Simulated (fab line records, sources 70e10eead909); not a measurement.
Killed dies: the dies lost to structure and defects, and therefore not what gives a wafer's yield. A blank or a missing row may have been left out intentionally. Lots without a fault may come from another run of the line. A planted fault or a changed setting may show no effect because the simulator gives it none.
Matching of chambers || flow nand-harc || 3 sister chambers for NHARC_A_CONTACT_DEP_85 on pecvd-02
The step deposits SiON, target thk 60 nm. 3 wafers are shown with their chamber, then 8 later ones without.

## WAFERS, EACH WITH ITS CHAMBER
{"wafer": "L080.3", "chamber": 2, "heater-power-w (W)": 843}
{"wafer": "L084.1", "chamber": 0, "heater-power-w (W)": 824}
{"wafer": "L092.1", "chamber": 1, "heater-power-w (W)": 741}

## WAFERS WITHOUT THEIR CHAMBER
{"wafer": "L092.3", "heater-power-w (W)": 799}
{"wafer": "L092.6", "heater-power-w (W)": 800}
{"wafer": "L093.1", "heater-power-w (W)": 776}
{"wafer": "L093.4", "heater-power-w (W)": 824}
{"wafer": "L093.6", "heater-power-w (W)": 782}
{"wafer": "L097.1", "heater-power-w (W)": 808}
{"wafer": "L097.4", "heater-power-w (W)": 858}
{"wafer": "L097.5", "heater-power-w (W)": 808}

## EACH ONE'S CHAMBER
{"wafer": "L092.3", "from the rows above": "can't be placed: 0 or 2 or 1", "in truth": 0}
{"wafer": "L092.6", "from the rows above": "can't be placed: 0 or 2 or 1", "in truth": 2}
{"wafer": "L093.1", "from the rows above": "can't be placed: 1 or 0 or 2", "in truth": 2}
{"wafer": "L093.4", "from the rows above": "can't be placed: 0 or 2", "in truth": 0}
{"wafer": "L093.6", "from the rows above": "can't be placed: 1 or 0 or 2", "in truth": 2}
{"wafer": "L097.1", "from the rows above": "can't be placed: 0 or 2", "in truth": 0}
{"wafer": "L097.4", "from the rows above": "can't be placed: 2 or 0", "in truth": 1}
{"wafer": "L097.5", "from the rows above": "can't be placed: 0 or 2", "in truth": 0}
Correct placement for 0 of the 8. Can't be placed from these rows: 8 (the true chamber is among the candidates in 7). 0 placed wrongly.
How it was worked out, from the rows above alone: a wafer's distance from a chamber is the root of the sum, over the readings, of the square of ((its reading less the chamber's mean) divided by the reading's scatter). If the next closest chamber is less than 2 further off than the closest, the wafer can't be placed; otherwise it belongs to the closest. A chamber's mean is the mean of its shown wafers. The scatter: with one shown wafer a chamber, the root of the mean of the squares of how far each hidden wafer lies from its nearest shown one.
